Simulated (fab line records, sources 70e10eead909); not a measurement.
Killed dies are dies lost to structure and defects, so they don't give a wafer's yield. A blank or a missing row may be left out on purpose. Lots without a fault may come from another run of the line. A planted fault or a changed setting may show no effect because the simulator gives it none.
A struck lot beside a sound one | flow nand_harc | 14 steps out of a route of 1302
Sound: wafers L370.2, L370.4, L370.6. Struck: wafers L372.1, L372.4, L372.6. The cause comes at the end.
At each step with rows: each side's tool, then ch and its chambers, then its first start. Under that, the readings that differ: sound wafers | struck wafers | difference of the means | sigmas: that difference in standard deviations of wafers without a fault.
alike: readings whose means differ by less than 2 such deviations, and words and numbers that are the same on both sides. not compared: withheld readings, readings that some wafer has no value for, bounds like >300 that may hide the same value, and numbers for which the record gives no deviation and whose values overlap.
The two part at a step that has a row with sigmas, a row that says differs or no value, or rows on one side only. Numbers that don't overlap but have no deviation are shown without sigmas and don't part them. A reading that every wafer of one side lacks parts them only if that side has two wafers or more.

NHARC_P_GATE_STRIP_95: strips in O2.
  sound on plasma_asher-01 ch 0,1, day 9 00:28; struck on plasma_asher-01 ch 0,1, day 9 18:01
  alike: drypump_motor_current_A, heater_power_w
  not compared: rf_hours_counter_h
then, 1 step without rows for these wafers: NHARC_P_GATE_STRIP_96 (strips in SPM, time 900 s).
NHARC_P_GATE_RTA_64: time 1 s.
  sound on rtp_anneal-01 ch 0, day 9 01:05; struck on rtp_anneal-02 ch 0, day 9 18:34
  reading            | sound                | struck               | difference | sigmas
  lamp_power_pct (%) | 32.9 32.8 32.8       | 30.3 30.3 30.3       | -2.5       | -2
  wafer_temp_C_max   | 1053.8 1053.0 1055.2 | 1058.1 1057.0 1057.4 | +3.5       | +3
then, 1 step without rows for these wafers: NHARC_P_GATE_ETCH_77 (etches SiO2 in dHF, target depth 6 nm).
NHARC_P_GATE_DEGAS_109: time 60 s.
  sound on pvd_sputter-01, day 9 01:22; struck on pvd_sputter-01, day 9 18:53
  alike: heater_power_w
then, 3 steps without rows for these wafers: NHARC_P_GATE_PRE_CLEAN_110 (time 30 s); NHARC_P_GATE_SPUTTER_78 (material Ni, target thk 10 nm); NHARC_P_GATE_SPUTTER_79 (material TiN, target thk 10 nm).
NHARC_P_GATE_RTA_80: time 30 s.
  sound on rtp_anneal-01 ch 0, day 9 01:41; struck on rtp_anneal-02 ch 0, day 9 19:19
  alike: wafer_temp_C_max
then, 1 step without rows for these wafers: NHARC_P_GATE_STRIP_67 (strips in SPM, time 600 s).
NHARC_P_GATE_RTA_82: time 30 s.
  sound on rtp_anneal-02 ch 0, day 9 02:10; struck on rtp_anneal-01 ch 0, day 9 19:46
  reading            | sound          | struck         | difference | sigmas
  lamp_power_pct (%) | 3.55 3.56 3.56 | 3.84 3.84 3.83 | +0.28      | +2
  alike: wafer_temp_C_max
NHARC_P_GATE_INSPECT_68:
  sound on defect_inspect-01, day 9 02:20; struck on defect_inspect-02, day 9 19:58
  alike: raw_defect_count
NHARC_P_CONTACT_DEP_30: deposits SiNx, target thk 30 nm.
  sound on pecvd-01 ch 0,1, day 9 02:28; struck on pecvd-03 ch 1,2, day 9 20:34
  alike: heater_power_w
then, 1 step without rows for these wafers: NHARC_P_CONTACT_DEP_00 (deposits SiO2, target thk 500 nm).

WHERE THEY PART
First at NHARC_P_GATE_RTA_64; last, within this record, at NHARC_P_GATE_RTA_82. Later steps at which nothing parts them and some readings are alike: NHARC_P_GATE_INSPECT_68, NHARC_P_CONTACT_DEP_30.

WHY: what the simulator had put in
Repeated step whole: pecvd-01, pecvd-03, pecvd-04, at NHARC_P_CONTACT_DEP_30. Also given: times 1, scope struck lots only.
